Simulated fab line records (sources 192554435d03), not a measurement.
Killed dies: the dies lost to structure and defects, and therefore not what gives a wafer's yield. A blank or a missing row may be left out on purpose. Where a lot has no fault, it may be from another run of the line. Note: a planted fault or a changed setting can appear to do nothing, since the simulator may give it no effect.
Matching of chambers	flow n5-finfet	N5_BEOL_M9_ETCH_61 on rie-diel-01: 4 sister chambers
The step etches SiARC in CF4, target depth 39 nm, time 65 s. 16 wafers are shown with their chamber, then 8 later ones without.

## EACH WAFER AND ITS CHAMBER
wafer	chamber	drypump-motor-current-A (A)	showerhead-plenum-p-Torr (Torr)	throttle-valve-pct (%)
L075.2	3	6.0	2.15	15.58
L075.3	1	6.3	2.10	15.37
L075.4	2	5.2	2.08	15.72
L079.1	1	6.3	2.09	15.39
L079.4	1	6.3	2.09	15.37
L079.5	3	6.0	2.14	15.59
L084.2	3	6.0	2.14	15.62
L084.3	1	6.3	2.09	15.42
L084.6	2	5.2	2.07	15.75
L086.3	0	6.0	2.19	15.61
L086.5	0	6.0	2.19	15.60
L086.6	1	6.3	2.09	15.42
L090.3	0	6.1	2.19	15.60
L090.4	2	5.2	2.07	15.76
L090.5	1	6.4	2.09	15.44
L092.1	3	6.0	2.14	15.66

SIGNATURES (means of the wafers above)
reading	chamber 0	chamber 1	chamber 2	chamber 3	scatter within a chamber
drypump-motor-current-A	6.033	6.317	5.200	6.000	0.0354
showerhead-plenum-p-Torr	2.1900	2.0917	2.0733	2.1425	0.00433
throttle-valve-pct	15.6033	15.4017	15.7433	15.6125	0.0275
Rule: for each reading, subtract the chamber's mean from the wafer's reading, divide by that reading's scatter and square the result; add these up over the readings and take the root, which gives the wafer's distance from the chamber. The wafer belongs to the nearest chamber; if the next one is less than 2 further off, it can't be placed. The scatter is the square root of a quotient: the sum, over the shown wafers, of each reading's squared deviation from its chamber's mean, divided by wafers minus chambers.

## WAFERS WITH NO CHAMBER GIVEN
wafer	drypump-motor-current-A (A)	showerhead-plenum-p-Torr (Torr)	throttle-valve-pct (%)
L092.2	6.0	2.19	15.64
L092.5	6.1	2.19	15.60
L093.1	6.0	2.14	15.66
L093.2	6.1	2.19	15.63
L093.5	6.1	2.19	15.64
L096.2	6.0	2.13	15.67
L096.5	5.1	2.07	15.80
L096.6	6.3	2.08	15.46

## WHICH CHAMBER EACH WENT THROUGH
wafer	from the rows above	in truth
L092.2	0	0
L092.5	0	0
L093.1	3	3
L093.2	0	0
L093.5	0	0
L096.2	3	3
L096.5	2	2
L096.6	1	1
Correctly placed: 8 of 8. Number that these rows cannot place: 0. 0 placed wrongly.
